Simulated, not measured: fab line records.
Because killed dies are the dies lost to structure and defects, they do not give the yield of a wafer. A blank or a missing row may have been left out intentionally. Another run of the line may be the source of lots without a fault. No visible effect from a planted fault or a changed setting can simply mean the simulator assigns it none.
Split-lot experiment :: flow n5_finfet :: 21 wafers read from 7 lots, route of 1938 steps

== ABOUT THE SPLIT ==
At N5_BEOL_M1_COAT_61 (time 60 s, resist thk 60 nm), the setting spin_rpm was moved away from the recipe's 1500 rpm on 9 of the 21 wafers read, by -10.8% to +10.5%. The other wafers ran this setting at the recipe's value.

== FROM THE SPLIT TO THE READING: what the file shows between them, 8 steps ==
- N5_BEOL_M1_COAT_62: time 60 s, resist thk 12 nm
- N5_BEOL_M1_COAT_73: time 60 s, resist thk 5 nm
- N5_BEOL_M1_ETCH_74: etches underlayer in N2/H2, target depth 6.5 nm, time 5.2 s
- N5_BEOL_M1_ETCH_63: etches SiARC in CF4, target depth 15.6 nm, time 26 s
- N5_BEOL_M1_ETCH_64: etches SOC in N2/H2, target depth 75 nm, overetch 15 nm, time 112.5 s
- N5_BEOL_M1_STRIP_65: strips in N2/H2
- N5_BEOL_M1_STRIP_75: strips in N2/H2
- N5_BEOL_M1_STRIP_66: strips in CF4

== THE READING ==
SOC_of_BEOL_M1_COAT_61.thk_nm (the simulator's own value, which no gauge read), in nm, at N5_BEOL_M1_HM_OPEN_17 (chemistry Cl2/BCl3, target TiN, target depth 20 nm, overetch 6 nm). No usual value for it is given in the file. The 12 wafers here that ran the recipe average 52.2 nm, standard deviation 0.16 nm.

wafer: L078.1
tool, chamber at the split: litho_track-03, 0
spin_rpm as run, rpm: 1443
against the recipe: -3.8%
SOC_of_BEOL_M1_COAT_61.thk_nm, nm: 53.4
against lot-mates on the recipe: +1.2

wafer: L078.3
tool, chamber at the split: litho_track-03, 0
spin_rpm as run, rpm: 1443
against the recipe: -3.8%
SOC_of_BEOL_M1_COAT_61.thk_nm, nm: 53.6
against lot-mates on the recipe: +1.4

wafer: L078.4
tool, chamber at the split: litho_track-03, 0
spin_rpm as run, rpm: 1500
against the recipe: recipe
SOC_of_BEOL_M1_COAT_61.thk_nm, nm: 52.2
against lot-mates on the recipe: -

wafer: L081.3
tool, chamber at the split: litho_track-03, 0
spin_rpm as run, rpm: 1500
against the recipe: recipe
SOC_of_BEOL_M1_COAT_61.thk_nm, nm: 52
against lot-mates on the recipe: -

wafer: L081.4
tool, chamber at the split: litho_track-03, 0
spin_rpm as run, rpm: 1500
against the recipe: recipe
SOC_of_BEOL_M1_COAT_61.thk_nm, nm: 52
against lot-mates on the recipe: -

wafer: L081.6
tool, chamber at the split: litho_track-03, 0
spin_rpm as run, rpm: 1500
against the recipe: recipe
SOC_of_BEOL_M1_COAT_61.thk_nm, nm: 52
against lot-mates on the recipe: -

wafer: L083.2
tool, chamber at the split: litho_track-05, 0
spin_rpm as run, rpm: 1500
against the recipe: recipe
SOC_of_BEOL_M1_COAT_61.thk_nm, nm: 52.4
against lot-mates on the recipe: -

wafer: L083.3
tool, chamber at the split: litho_track-05, 0
spin_rpm as run, rpm: 1500
against the recipe: recipe
SOC_of_BEOL_M1_COAT_61.thk_nm, nm: 52.2
against lot-mates on the recipe: -

wafer: L083.4
tool, chamber at the split: litho_track-05, 0
spin_rpm as run, rpm: 1365
against the recipe: -9.0%
SOC_of_BEOL_M1_COAT_61.thk_nm, nm: 55.6
against lot-mates on the recipe: +3.3

wafer: L084.1
tool, chamber at the split: litho_track-01, 0
spin_rpm as run, rpm: 1500
against the recipe: recipe
SOC_of_BEOL_M1_COAT_61.thk_nm, nm: 52.4
against lot-mates on the recipe: -

wafer: L084.4
tool, chamber at the split: litho_track-01, 0
spin_rpm as run, rpm: 1382
against the recipe: -7.9%
SOC_of_BEOL_M1_COAT_61.thk_nm, nm: 54.6
against lot-mates on the recipe: +2.4

wafer: L084.5
tool, chamber at the split: litho_track-01, 0
spin_rpm as run, rpm: 1500
against the recipe: recipe
SOC_of_BEOL_M1_COAT_61.thk_nm, nm: 52
against lot-mates on the recipe: -

wafer: L085.2
tool, chamber at the split: litho_track-01, 0
spin_rpm as run, rpm: 1500
against the recipe: recipe
SOC_of_BEOL_M1_COAT_61.thk_nm, nm: 52.2
against lot-mates on the recipe: -

wafer: L085.4
tool, chamber at the split: litho_track-01, 0
spin_rpm as run, rpm: 1386
against the recipe: -7.6%
SOC_of_BEOL_M1_COAT_61.thk_nm, nm: 54.8
against lot-mates on the recipe: +2.6

wafer: L085.5
tool, chamber at the split: litho_track-01, 0
spin_rpm as run, rpm: 1386
against the recipe: -7.6%
SOC_of_BEOL_M1_COAT_61.thk_nm, nm: 54.4
against lot-mates on the recipe: +2.2

wafer: L095.1
tool, chamber at the split: litho_track-03, 0
spin_rpm as run, rpm: 1500
against the recipe: recipe
SOC_of_BEOL_M1_COAT_61.thk_nm, nm: 52
against lot-mates on the recipe: -

wafer: L095.4
tool, chamber at the split: litho_track-03, 0
spin_rpm as run, rpm: 1500
against the recipe: recipe
SOC_of_BEOL_M1_COAT_61.thk_nm, nm: 52.2
against lot-mates on the recipe: -

wafer: L095.6
tool, chamber at the split: litho_track-03, 0
spin_rpm as run, rpm: 1657
against the recipe: +10.5%
SOC_of_BEOL_M1_COAT_61.thk_nm, nm: 49.2
against lot-mates on the recipe: -2.9

wafer: L097.1
tool, chamber at the split: litho_track-05, 0
spin_rpm as run, rpm: 1500
against the recipe: recipe
SOC_of_BEOL_M1_COAT_61.thk_nm, nm: 52.4
against lot-mates on the recipe: -

wafer: L097.2
tool, chamber at the split: litho_track-05, 0
spin_rpm as run, rpm: 1338
against the recipe: -10.8%
SOC_of_BEOL_M1_COAT_61.thk_nm, nm: 56
against lot-mates on the recipe: +3.6

wafer: L097.4
tool, chamber at the split: litho_track-05, 0
spin_rpm as run, rpm: 1338
against the recipe: -10.8%
SOC_of_BEOL_M1_COAT_61.thk_nm, nm: 56
against lot-mates on the recipe: +3.6

THE FIT
A straight line over all 21 wafers: SOC_of_BEOL_M1_COAT_61.thk_nm changes by -0.33 nm for each +1% of spin_rpm; r = -0.99; the points scatter about the line by 0.23 nm.
The same after taking each lot's own level away (the mean of its wafers on the recipe; 21 wafers): -0.317 nm for each +1%; r = -0.99; scatter 0.18 nm.
The reading moves by 3.4 nm for the largest change in spin_rpm, on that fit.
From 52.00 to 52.40 nm: that is the span of the lots' own levels, equal to 2.5 times the standard deviation above.
Consequently the slope shifts little with the lot-to-lot level, the two slopes agreeing.
Check: for one of the wafers moved furthest among these (-10.8%), held out of the fit, the line's prediction against its lot-mates is +3.46 nm. It came out at +3.6 nm against them.

== THE WHOLE CHAIN: every reading that the file lists as answering this split, in the file's order ==
step: N5_BEOL_M1_COAT_61
what it does: time 60 s, resist thk 60 nm
reading: SOC_of_BEOL_M1_COAT_61.thk_nm (the simulator's own value, which no gauge read)
change (the file's fit): -0.313 nm for each +1% of the setting
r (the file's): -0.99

step: N5_BEOL_M1_ETCH_64
what it does: etches SOC in N2/H2, target depth 75 nm, overetch 15 nm, time 112.5 s
reading: etch.depth_nm (the simulator's own value, which no gauge read)
change (the file's fit): -0.318 nm for each +1% of the setting
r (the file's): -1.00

step: N5_BEOL_M1_HM_OPEN_17
what it does: chemistry Cl2/BCl3, target TiN, target depth 20 nm, overetch 6 nm
reading: SOC_of_BEOL_M1_COAT_61.thk_nm (the simulator's own value, which no gauge read)
change (the file's fit): -0.32 nm for each +1% of the setting
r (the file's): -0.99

== FILE'S OWN FIT ==
SOC_of_BEOL_M1_COAT_61.thk_nm changes by -0.32 nm for each +1% of spin_rpm, r = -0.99.
